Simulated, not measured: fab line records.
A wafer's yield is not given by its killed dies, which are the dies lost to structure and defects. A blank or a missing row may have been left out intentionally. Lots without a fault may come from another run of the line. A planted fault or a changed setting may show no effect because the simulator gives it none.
Which tool did it? -- flow nand-harc -- 24 lots with 72 wafers sampled at 6 steps, on a route of 1159 steps

## WHAT THE GAUGES READ, wafer by wafer
Not one reading of a measure or inspect step in the record can be checked against a usual standard deviation.

## WHICH TOOL RAN EACH LOT (tool, then ch and the chambers of the sampled wafers, then the start)
lot,NHARC_A_CONTACT_ETCH_120,NHARC_A_CONTACT_ETCH_122,NHARC_A_CONTACT_ETCH_126,NHARC_A_CONTACT_ETCH_129,NHARC_A_CONTACT_ETCH_97,NHARC_A_CONTACT_STRIP_82
L075,"har-cap-etch-02 ch 0,1, day 16 19:54","har-cap-etch-02 ch 0,1, day 16 20:05","har-cap-etch-03 ch 0,1, day 17 02:04","har-cap-etch-03 ch 0,1, day 17 02:30","rie-diel-06 ch 0,1,2, no start","rie-diel-06 ch 1,2,3, no start"
L076,"har-cap-etch-03 ch 1, day 16 20:51","har-cap-etch-03 ch 1, day 16 21:02","har-cap-etch-01 ch 0, day 17 03:09","har-cap-etch-01 ch 0, day 17 03:35","rie-diel-06 ch 1,2,3, no start","rie-diel-06 ch 0,1,2, no start"
L078,"har-cap-etch-01 ch 0,1, day 17 00:51","har-cap-etch-01 ch 0,1, day 17 01:02","har-cap-etch-02 ch 0,1, day 17 07:01","har-cap-etch-02 ch 0,1, day 17 07:27","rie-diel-06 ch 0,2,3, no start","rie-diel-11 ch 0,1,2, no start"
L074,"har-cap-etch-02 ch 0,1, day 17 01:30","har-cap-etch-02 ch 0,1, day 17 01:41","har-cap-etch-03 ch 0,1, day 17 08:05","har-cap-etch-03 ch 0,1, day 17 08:30","rie-diel-06 ch 1,2,3, no start","rie-diel-11 ch 1,3, no start"
L079,"har-cap-etch-03 ch 0,1, day 17 14:40","har-cap-etch-03 ch 0,1, day 17 14:50","har-cap-etch-03 ch 0,1, day 17 22:57","har-cap-etch-03 ch 0,1, day 17 23:23","rie-diel-11 ch 0,2, day 18 00:38","rie-diel-11 ch 0,3, no start"
L077,"har-cap-etch-01 ch 0,1, day 17 17:49","har-cap-etch-01 ch 0,1, day 17 17:59","har-cap-etch-02 ch 0,1, day 18 00:22","har-cap-etch-02 ch 0,1, day 18 00:47","rie-diel-06 ch 0,1, no start","rie-diel-06 ch 1,2,3, no start"
L080,"har-cap-etch-01 ch 0,1, day 18 02:04","har-cap-etch-01 ch 0,1, day 18 02:14","har-cap-etch-03 ch 0, day 18 09:55","har-cap-etch-03 ch 0, day 18 10:20","rie-diel-09 ch 2,3, day 18 12:53","rie-diel-09 ch 2,3, no start"
L081,"har-cap-etch-02 ch 0,1, day 18 08:49","har-cap-etch-02 ch 0,1, day 18 09:00","har-cap-etch-03 ch 0,1, day 18 16:40","har-cap-etch-03 ch 0,1, day 18 17:05","rie-diel-09 ch 2,3, day 18 18:23","rie-diel-09 ch 1,2,3, no start"
L082,"har-cap-etch-01 ch 0,1, day 18 15:47","har-cap-etch-01 ch 0,1, day 18 15:58","har-cap-etch-01 ch 0,1, day 19 02:02","har-cap-etch-01 ch 0,1, day 19 02:27","rie-diel-06 ch 0,1, no start","rie-diel-06 ch 0,1,2, no start"
L083,"har-cap-etch-02 ch 0,1, day 18 16:18","har-cap-etch-02 ch 0,1, day 18 16:29","har-cap-etch-02 ch 0, day 19 02:25","har-cap-etch-02 ch 0, day 19 02:50","rie-diel-06 ch 0,1,2, no start","rie-diel-11 ch 0,1,2, no start"
L084,"har-cap-etch-02 ch 0,1, day 18 20:16","har-cap-etch-02 ch 0,1, day 18 20:26","har-cap-etch-03 ch 0, day 19 02:55","har-cap-etch-03 ch 0, day 19 03:20","rie-diel-06 ch 0,1,3, no start","rie-diel-06 ch 1,2, no start"
L085,"har-cap-etch-01 ch 0,1, day 19 07:51","har-cap-etch-01 ch 0,1, day 19 08:02","har-cap-etch-01 ch 0,1, day 19 14:22","har-cap-etch-01 ch 0,1, day 19 14:47","rie-diel-06 ch 1,2,3, day 19 16:04","rie-diel-11 ch 0,1,2, no start"
L086,"har-cap-etch-02 ch 0,1, day 19 08:46","har-cap-etch-02 ch 0,1, day 19 09:01","har-cap-etch-03 ch 0,1, day 19 15:23","har-cap-etch-03 ch 0,1, day 19 15:48","rie-diel-06 ch 1,2,3, day 19 17:06","rie-diel-06 ch 2,3, no start"
L087,"har-cap-etch-02 ch 0,1, day 19 14:52","har-cap-etch-02 ch 0,1, day 19 15:07","har-cap-etch-01 ch 0,1, day 19 22:30","har-cap-etch-01 ch 0,1, day 19 22:56","rie-diel-11 ch 0,1,3, no start","rie-diel-06 ch 0,1,3, no start"
L089,"har-cap-etch-01 ch 0,1, day 19 19:38","har-cap-etch-01 ch 0,1, day 19 19:49","har-cap-etch-03 ch 0,1, day 20 02:08","har-cap-etch-03 ch 0,1, day 20 02:34","rie-diel-09 ch 2,3, no start","rie-diel-09 ch 0,2,3, no start"
L088,"har-cap-etch-02 ch 0,1, day 19 20:53","har-cap-etch-02 ch 0,1, day 19 21:04","har-cap-etch-02 ch 0,1, day 20 04:00","har-cap-etch-02 ch 0,1, day 20 04:25","rie-diel-06 ch 0,1,3, no start","rie-diel-06 ch 0,1, no start"
L091,"har-cap-etch-03 ch 0,1, day 20 08:46","har-cap-etch-03 ch 0,1, day 20 08:56","har-cap-etch-02 ch 0,1, day 20 15:30","har-cap-etch-02 ch 0,1, day 20 15:56","rie-diel-06 ch 0,2,3, no start","rie-diel-09 ch 0,1,3, no start"
L090,"har-cap-etch-01 ch 0,1, day 20 11:11","har-cap-etch-01 ch 0,1, day 20 11:22","har-cap-etch-01 ch 0,1, day 20 17:16","har-cap-etch-01 ch 0,1, day 20 17:42","rie-diel-06 ch 1,2, no start","rie-diel-06 ch 1,2,3, no start"
L092,"har-cap-etch-03 ch 0,1, day 20 13:26","har-cap-etch-03 ch 0,1, day 20 13:37","har-cap-etch-03 ch 0,1, day 20 19:41","har-cap-etch-03 ch 0,1, day 20 20:07","rie-diel-06 ch 1,3, no start","rie-diel-06 ch 0,1, no start"
L095,"har-cap-etch-01 ch 0,1, day 21 03:08","har-cap-etch-01 ch 0,1, day 21 03:27","har-cap-etch-02 ch 0,1, day 21 12:37","har-cap-etch-02 ch 0,1, day 21 13:02","rie-diel-09 ch 0,2,3, no start","rie-diel-09 ch 0,1,2, no start"
L093,"har-cap-etch-02 ch 0,1, day 21 04:52","har-cap-etch-02 ch 0,1, day 21 05:02","har-cap-etch-03 ch 0,1, day 21 12:44","har-cap-etch-03 ch 0,1, day 21 13:10","rie-diel-06 ch 0,1,3, no start","rie-diel-06 ch 0,1,3, no start"
L094,"har-cap-etch-01 ch 0,1, day 21 12:07","har-cap-etch-01 ch 0,1, day 21 12:19","har-cap-etch-01 ch 0, day 21 18:17","har-cap-etch-01 ch 0, day 21 18:43","rie-diel-11 ch 0,1,3, no start","rie-diel-09 ch 0,3, no start"
L096,"har-cap-etch-02 ch 0,1, day 21 19:15","har-cap-etch-02 ch 0,1, day 21 19:26","har-cap-etch-01 ch 0,1, day 22 04:50","har-cap-etch-01 ch 0,1, day 22 05:15","rie-diel-11 ch 0,1, day 22 06:29","rie-diel-11 ch 0,1,2, no start"
L097,"har-cap-etch-02 ch 0,1, day 22 01:57","har-cap-etch-02 ch 0,1, day 22 02:08","har-cap-etch-02 ch 0,1, day 22 08:25","har-cap-etch-02 ch 0,1, day 22 08:50","rie-diel-11 ch 0,1,2, day 22 10:11","rie-diel-09 ch 1,2,3, no start"
- NHARC_A_CONTACT_ETCH_120: etches the open film in C4F8/O2/Ar, time 94 s, target depth 922 nm.
- NHARC_A_CONTACT_ETCH_122: etches the open film in C4F8/O2/Ar, time 95 s, target depth 930 nm.
- NHARC_A_CONTACT_ETCH_126: etches the open film in C4F8/O2/Ar, time 155 s, target depth 956 nm.
- NHARC_A_CONTACT_ETCH_129: etches the open film in C4F8/O2/Ar, time 155 s, target depth 956 nm.
- NHARC_A_CONTACT_ETCH_97: etches the open film in C4F6/O2, target depth 20 nm, time 10 s.
- NHARC_A_CONTACT_STRIP_82: strips in O2.

## WHAT THE TOOLS THEMSELVES READ (means of the sampled wafers that have a number; where no wafer has one, the mark that the record gives instead)
NHARC_A_CONTACT_ETCH_97. Usual: drypump-motor-current-A 5.7 A, standard deviation 0.47; oes-product-au 0.962 a.u., standard deviation 0.024; rf-vpp-V 548 V, standard deviation 3.6; showerhead-plenum-p-Torr 3.97 Torr, standard deviation 0.18; throttle-valve-pct 26.904 %, standard deviation 0.0099.
lot,tool,drypump-motor-current-A (A),oes-product-au (a.u.),rf-vpp-V (V),showerhead-plenum-p-Torr (Torr),throttle-valve-pct (%),flag
L075,rie-diel-06,5.4,0.949,547,3.91,26.905,
L076,rie-diel-06,5.7,0.955,548,3.99,26.900,
L078,rie-diel-06,5.7,0.942,546,3.89,26.906,
L074,rie-diel-06,5.7,1.007,548,3.99,26.895,
L079,rie-diel-11,6.1,0.941,552,4.18,26.913,
L077,rie-diel-06,5.5,0.990,542,3.74,26.896,
L080,rie-diel-09,5.6,1.009,546,3.82,26.903,
L081,rie-diel-09,5.6,0.960,544,3.75,26.899,
L082,rie-diel-06,5.4,0.949,549,4.03,26.905,
L083,rie-diel-06,5.4,0.955,551,4.10,26.909,
L084,rie-diel-06,5.8,0.946,548,4.01,26.902,
L085,rie-diel-06,5.7,0.997,548,3.99,26.902,
L086,rie-diel-06,5.7,0.951,548,3.99,26.902,
L087,rie-diel-11,6.0,0.942,547,3.95,26.900,
L089,rie-diel-09,5.6,0.997,545,3.82,26.901,
L088,rie-diel-06,5.8,0.966,549,4.01,26.891,
L091,rie-diel-06,5.7,0.946,551,4.08,26.906,
L090,rie-diel-06,5.4,0.950,548,4.00,26.903,
L092,rie-diel-06,6.1,0.957,545,3.89,26.903,
L095,rie-diel-09,5.6,0.947,544,3.79,26.909,
L093,rie-diel-06,5.8,0.940,550,4.00,26.901,
L094,rie-diel-11,5.9,0.990,547,3.94,26.911,
L096,rie-diel-11,6.3,0.941,548,3.99,26.906,
L097,rie-diel-11,6.1,0.962,548,4.00,26.903,

NHARC_A_CONTACT_STRIP_82. Usual: drypump-motor-current-A 5.7 A, standard deviation 0.47; oes-product-au 0.999 a.u., standard deviation 0.0082; rf-vpp-V 57.9 V, standard deviation 1; showerhead-plenum-p-Torr 3.57 Torr, standard deviation 0.17; throttle-valve-pct 17.036 %, standard deviation 0.01.
lot,tool,drypump-motor-current-A (A),oes-product-au (a.u.),rf-vpp-V (V),showerhead-plenum-p-Torr (Torr),throttle-valve-pct (%),flag
L075,rie-diel-06,5.7,0.993,58.0,3.59,17.049,
L076,rie-diel-06,5.4,0.996,57.6,3.52,17.034,
L078,rie-diel-11,6.1,0.994,59.3,3.62,17.043,
L074,rie-diel-11,5.6,1.004,57.9,3.51,17.045,
L079,rie-diel-11,5.8,1.002,58.9,3.65,17.036,
L077,rie-diel-06,5.7,1.003,58.3,3.59,17.032,
L080,rie-diel-09,5.6,1.008,57.5,3.37,17.035,
L081,rie-diel-09,5.3,1.009,57.8,3.48,17.031,
L082,rie-diel-06,5.4,0.995,57.7,3.70,17.045,
L083,rie-diel-11,6.1,0.999,58.1,3.61,17.028,
L084,rie-diel-06,5.4,1.003,58.2,3.61,17.038,
L085,rie-diel-11,6.1,0.999,58.7,3.61,17.043,
L086,rie-diel-06,5.7,1.001,57.9,3.65,17.033,
L087,rie-diel-06,5.8,0.993,58.4,3.60,17.042,
L089,rie-diel-09,5.6,0.999,57.2,3.41,17.038,
L088,rie-diel-06,5.4,1.003,58.6,3.62,17.037,
L091,rie-diel-09,5.3,0.994,57.6,3.45,17.024,
L090,rie-diel-06,5.7,1.012,58.3,3.58,17.040,
L092,rie-diel-06,5.5,1.003,57.4,3.71,17.039,
L095,rie-diel-09,5.2,0.994,57.1,3.51,17.035,
L093,rie-diel-06,5.8,1.000,57.8,3.60,17.036,
L094,rie-diel-09,5.6,0.998,56.4,3.34,17.031,
L096,rie-diel-11,6.1,0.998,58.8,3.60,17.039,
L097,rie-diel-09,5.3,0.997,58.2,3.46,17.041,

## THE ANSWER, worked out from the rows above alone
Rule: a lot counts as off when the mean over its wafers that have a number is more than 3 standard deviations away from the usual mean. A lot without any number at a reading at which 4 lots or more have one is off too. All remaining lots with rows at the step are treated as sound. First the gauges in route order, then the tools' own readings, where a lot's mean is used as printed above. At the first step where some lot is off, the reading lying furthest off is the one used; lots without a number count as furthest.
No lot is off on any of the readings shown, so nothing can be concluded from this.

## WHAT WAS PUT IN BY THE SIMULATOR
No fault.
